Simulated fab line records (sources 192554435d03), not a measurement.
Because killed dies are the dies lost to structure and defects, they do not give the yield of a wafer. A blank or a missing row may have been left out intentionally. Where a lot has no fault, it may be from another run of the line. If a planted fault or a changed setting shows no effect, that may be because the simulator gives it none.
A struck lot beside a sound one || flow n5-finfet || 20 steps out of a route of 1938
Sound: the wafers L680.3, L680.4, L680.5. Wafers L697.3, L697.4, L697.6 were the ones struck. The cause is named last.
Per side, at each step with rows, come the tool, then ch with its chambers, and then its first start. Under that, the readings that differ: sound wafers || struck wafers || difference of the means || sigmas: that difference in standard deviations of wafers without a fault.
alike: words and numbers the same on both sides, and readings whose means are apart by under 2 such deviations; not compared: readings that were withheld, readings missing a value for some wafer, numbers with overlapping values and no deviation given by the record, and bounds like >300 which may hide the same value.
The two part at a step that has a row with sigmas, a row that says differs or no value, or rows on one side only. Non-overlapping numbers with no deviation appear without sigmas and do not part them. A reading missing from all wafers of one side parts the sides only when that side holds two or more wafers.

first, 2 steps without rows for these wafers: N5_BEOL_M3_STRIP_65 (strips in N2/H2); N5_BEOL_M3_STRIP_75 (strips in N2/H2).
N5_BEOL_M3_STRIP_66: strips in CF4.
  sound on rie-diel-05 ch 0,2, day 7 22:22; struck on rie-diel-03 ch 0,1,2, day 12 05:02
{"reading": "drypump-motor-current-A (A)", "sound": "5.3 5.5 5.5", "struck": "6.4 6.0 6.0", "difference": "+0.7", "sigmas": "+2"}
  alike: oes-product-au, rf-vpp-V, showerhead-plenum-p-Torr, throttle-valve-pct
  not compared: rf-hours-counter-h
N5_BEOL_M3_HM_OPEN_17: chemistry Cl2/BCl3, target TiN, target depth 20 nm, overetch 6 nm.
  sound on rie-metal-02 ch 0,1, day 7 22:26; struck on rie-metal-03 ch 0,1, day 12 05:07
{"reading": "he-backside-leak-sccm (sccm)", "sound": "3.73 3.65 3.58", "struck": "3.01 2.99 3.01", "difference": -0.65, "sigmas": -2}
  alike: bias-w, drypump-motor-current-A, oes_ar_750_au, oes-product-au, throttle-valve-pct
  not compared: rf-hours-counter-h
N5_BEOL_M3_STRIP_19: strips in O2.
  sound on rie-diel-03 ch 0,2,3, day 7 22:31; struck on rie-diel-05 ch 0,2,3, day 12 05:14
  alike: drypump-motor-current-A, oes-product-au, rf-vpp-V, showerhead-plenum-p-Torr, throttle-valve-pct
  not compared: rf-hours-counter-h
N5_BEOL_M3_CD_MEAS_18: pitch 36 nm, target cd 18 nm.
  sound on cd-sem-02 at day 7 22:35; struck on cd-sem-02 at day 12 05:19
  alike: cd-nm
then, 6 steps without rows for these wafers: N5_BEOL_M3_COAT_67 (time 60 s, resist thk 60 nm); N5_BEOL_M3_COAT_68 (time 60 s, resist thk 12 nm); N5_BEOL_M3_COAT_76 (time 60 s, resist thk 5 nm); N5_BEOL_M3_COAT_22 (resist thk 30 nm); N5_BEOL_M3_EBR_24; N5_BEOL_M3_SOFTBAKE_23 (time 60 s).
N5_BEOL_M3_EXPOSE_25: exposes mask V2, defocus 5 nm.
  sound on euv-scanner-02 ch 0, day 7 22:55; struck on euv-scanner-01 ch 0, day 12 05:38
{"reading": "exposure-dose-mJ-cm2", "sound": "63.0 63.0 62.9", "struck": "64.0 64.0 63.9", "difference": "+1.0", "sigmas": "+2"}
{"reading": "model.BEOL_M3.overlay-x-nm (nm)", "sound": "0.6 0.6 0.6", "struck": "3.2 3.2 3.2", "difference": "+2.6", "sigmas": ""}
  alike: mask
then, 2 steps without rows for these wafers: N5_BEOL_M3_PEB_26 (peb time 60 s); N5_BEOL_M3_DEVELOP_27 (develop time 30 s).
N5_BEOL_M3_CD_MEAS_28: target cd 25.7 nm, target cd y 23.3 nm.
  sound on cd-sem-02 ch 0, day 7 23:02; struck on cd-sem-03 ch 0, day 12 05:46
  alike: cd-nm
N5_BEOL_M3_OVL_MEAS_29:
  sound on overlay-02 ch 0, day 7 23:05; struck on overlay-02 ch 0, day 12 05:48
{"reading": "V2_OVL (nm)", "sound": "-0.3 -0.2 0.8", "struck": "2.7 3.0 2.6", "difference": "+2.7", "sigmas": "+4"}
N5_BEOL_M3_INSPECT_30: inspects for defects (brightfield).
  sound on defect-inspect-02 at day 7 23:08; struck on defect-inspect-02 at day 12 05:51
  alike: raw-defect-count
N5_BEOL_M4_RC_MEAS_101:
  sound on prober-02 ch 0, day 9 01:48; struck on prober-01 ch 0, day 13 06:28
  alike: DIBL_N, DIBL_P, IOFF_N, IOFF_P, ION_N, ION_P, SS_N, SS_P, VT_N, VT_P
then, 1 step without rows for these wafers: N5_PASSIVATION_PROBE_49.

## WHERE THEY PART
First at N5_BEOL_M3_STRIP_66; last, within this record, at N5_BEOL_M3_OVL_MEAS_29. Later steps at which nothing parts them and some readings are alike: N5_BEOL_M3_INSPECT_30, N5_BEOL_M4_RC_MEAS_101.

WHY: what the simulator had put in
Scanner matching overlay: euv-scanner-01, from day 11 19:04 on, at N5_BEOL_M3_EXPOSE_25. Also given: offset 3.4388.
